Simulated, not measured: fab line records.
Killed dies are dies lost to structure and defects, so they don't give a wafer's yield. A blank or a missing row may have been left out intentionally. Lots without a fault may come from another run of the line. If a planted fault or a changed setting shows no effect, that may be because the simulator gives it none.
Code-filled problem report in 8D (eight disciplines) form -- flow nandHarc -- the parts of the form that need people (team, actions taken, sign-off) are left out

1. THE PROBLEM
A mean of 260 is read at NHARC_END_SORT_01 for killedDies, taken on 1 wafer of 1 lot, against 58 (standard deviation 18) on wafers free of any fault. Relative to the usual mean, that is a shift of +11 standard deviations.
First observed at day 27 22:15: wafer L186.4, on prober-02. The record holds 3 wafers of 1 lot with a number at this step. The rule behind "out" and "out of limits": a value lying over 4 standard deviations away from the usual mean. The rest of the wafers with a number are treated as sound.

2. WHAT THIS IS AND IS NOT
question,is,is not
which readings at this step,"killedDies, killedAtArray","killedAtOther, killedAtPeriphery, killedOpen"
which lots,L186,-
which wafers of those lots,L186.4,"L186.2, L186.3"
read on which gauges,prober-02,-
when,from day 27 22:15,up to then (2 sound wafers)

3. WHAT RULES OUT EACH SUSPECT
Counting: a tool at a process step up to the reading stays a suspect if it ran every lot that is out. Sound lots after the first of them don't rule it out here, since some wafers of a struck lot are sound.
- the gauge at NHARC_END_SORT_01: kept. All the wafers that are out were read on prober-02, and no step on other tools shows them out.
- rieDiel-13 at NHARC_A_STAIRCASE_ETCH_313 (etches the open film in CF4/CHF3): kept. It ran the lot that is out, L186 (day 20 07:34).
- aldHk-03 at NHARC_A_STAIRCASE_ALD_415 (deposits SiO2, target thk 30 nm, pulse time 6 s, ald cycles 300): kept. It ran the lot that is out, L186 (day 20 09:48).
- pecvd-02 at NHARC_A_STAIRCASE_DEP_151 (deposits SiO2, target thk 7200 nm): kept. It ran the lot that is out, L186 (day 20 23:56).
- pecvd-02 at NHARC_A_STAIRCASE_DEP_325 (deposits SiO2, target thk 7200 nm): kept. It ran the lot that is out, L186 (day 22 03:12).
- Within rieDiel-13 at NHARC_A_STAIRCASE_ETCH_313: the wafers that are out ran in chamber 1; their sound lot-mates ran in chambers 0, 2.
- Within aldHk-03 at NHARC_A_STAIRCASE_ALD_415: the wafers that are out ran in chamber 3; their sound lot-mates ran in chambers 0, 1.
Left after counting: rieDiel-13 at NHARC_A_STAIRCASE_ETCH_313, aldHk-03 at NHARC_A_STAIRCASE_ALD_415, pecvd-02 at NHARC_A_STAIRCASE_DEP_151, pecvd-02 at NHARC_A_STAIRCASE_DEP_325, prober-02 at NHARC_END_SORT_01.

4. THE CAUSE (what the simulator had put in)
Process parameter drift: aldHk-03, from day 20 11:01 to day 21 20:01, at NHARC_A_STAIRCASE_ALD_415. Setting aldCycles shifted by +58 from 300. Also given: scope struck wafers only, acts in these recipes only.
Counting leaves 5 suspects; this tool is one of them.

5. THE CHAIN OF EFFECTS, in route order
Each row: a reading whose mean over the struck wafers that have a number lies more than 3 standard deviations from the usual. Only readings whose record carries a usual standard deviation are examined. hours: median over the lots of the time between each lot's start at the first step of this table that gives one and its start at this step. sigmas: the change, counted in usual standard deviations.
hours,step,reading,usual,on struck wafers,change,sigmas
0,NHARC_END_SORT_01,killedAtArray,53,254,+201,+11
0,NHARC_END_SORT_01,killedDies,58,260,+202,+11

6. HOW IT WOULD HAVE BEEN CAUGHT EARLIER
Counted from the fault's start at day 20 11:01, it took 179 hours until the first out-of-limits reading at a measuring or inspecting step in this record, taken at day 27 22:15.
An alarm limit of 4 standard deviations would not have fired on the tool readings at NHARC_A_STAIRCASE_ALD_415 for which the record gives a usual standard deviation, since none of them was out on any struck wafer.
Each of the lots that are out, 1 in all, had begun NHARC_A_STAIRCASE_ALD_415 on aldHk-03 no later than day 27 22:15. Tool hold at that time: it would have spared none of them.
